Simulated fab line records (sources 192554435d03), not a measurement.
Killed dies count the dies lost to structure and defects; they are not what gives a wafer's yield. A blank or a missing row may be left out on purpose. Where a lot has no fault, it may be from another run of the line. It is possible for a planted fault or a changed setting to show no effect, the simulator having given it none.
One fault through the eyes of 2 desks ; flow n5 finfet ; only its own numbers are on each desk; what lay behind them is given at the end

== AT THE METROLOGY DESK ==
Means of the sampled wafers that have a number, per lot and without regard to the tool the lot ran on: this is what the gauges read. A lot is out of limits, marked OUT, if its mean lies more than 4 standard deviations from the usual mean; the brackets give that distance. Readings shown: 7 of its 11, picked as those furthest out on some lot.
Columns: A = M3_THK at N5_BEOL_M3_THK_MEAS_53, usual 41.6 nm; B = IOFF_N at N5_BEOL_M4_RC_MEAS_101, usual 0.16 nA/um; C = ION_N at N5_BEOL_M4_RC_MEAS_101, usual 673 uA/um; D = ION_P at N5_BEOL_M4_RC_MEAS_101, usual 461 uA/um; E = SS_P at N5_BEOL_M4_RC_MEAS_101, usual 73.3 mV/dec; F = VT_N at N5_BEOL_M4_RC_MEAS_101, usual 250 mV; G = VT_P at N5_BEOL_M4_RC_MEAS_101, usual -250 mV
lot;first seen here;A;B;C;D;E;F;G
L896;day 8 10:31;40.3;0.17;679;462;74.1;249;-250
L903;day 10 16:42;40.9;0.15;677;467;73.2;249;-250
L904;day 10 20:13;42.0;0.15;675;464;73.0;250;-252
L906;day 11 01:10;40.9;0.14;675;461;72.6;250;-253
L911;day 12 10:05;40.9;0.12;656;452;72.6;254;-254
L915;day 13 14:16;39.9;0.16;677;461;73.6;249;-250
Result from this desk: across the 6 lots, nothing is out of limits.

== FOR THE TOOL OWNER'S DESK: cvd co-01 ==
The tool's own readings at N5_BEOL_M3_CO_CAP_55 (material Co, precursor CCTBA/H2, target thk 2 nm, time 102.1 s): means of the sampled wafers that have a number, for each lot that ran on this tool. A lot is out of limits, marked OUT, if its mean lies more than 4 standard deviations from the usual mean; the brackets give that distance.
Columns: A = heater power w at N5_BEOL_M3_CO_CAP_55, usual 253 W; B = run length s at N5_BEOL_M3_CO_CAP_55, usual 125.1 s
lot;first seen here;A;B
L896;day 8 10:35;258;125.1
L903;day 10 16:47;267;124.5
L904;day 10 20:18;276;141.9 (+28) OUT
L906;day 11 01:14;263;135.7 (+18) OUT
This desk's finding: out of limits on L904, L906; first on L904, day 10 20:18 (run length s at N5_BEOL_M3_CO_CAP_55). In limits: L896, L903.

== PUT TOGETHER ==
An alarm could have come from the tool owner's desk at day 10 20:18, on L904, L906.
Nothing out of limits was seen by the metrology desk.
The metrology desk holds a record of L904, L906, inside its limits.
The lots listed all ran N5_BEOL_M3_CO_CAP_55 on cvd co-01.

== WHAT THE SIMULATOR HAD INSERTED ==
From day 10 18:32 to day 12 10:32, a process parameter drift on cvd co-01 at N5_BEOL_M3_CO_CAP_55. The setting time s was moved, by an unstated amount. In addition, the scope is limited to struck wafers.
Struck lots among those shown: L904, L906.
Each desk's first reading out of limits, in hours after the fault started: the tool owner's desk, 2.
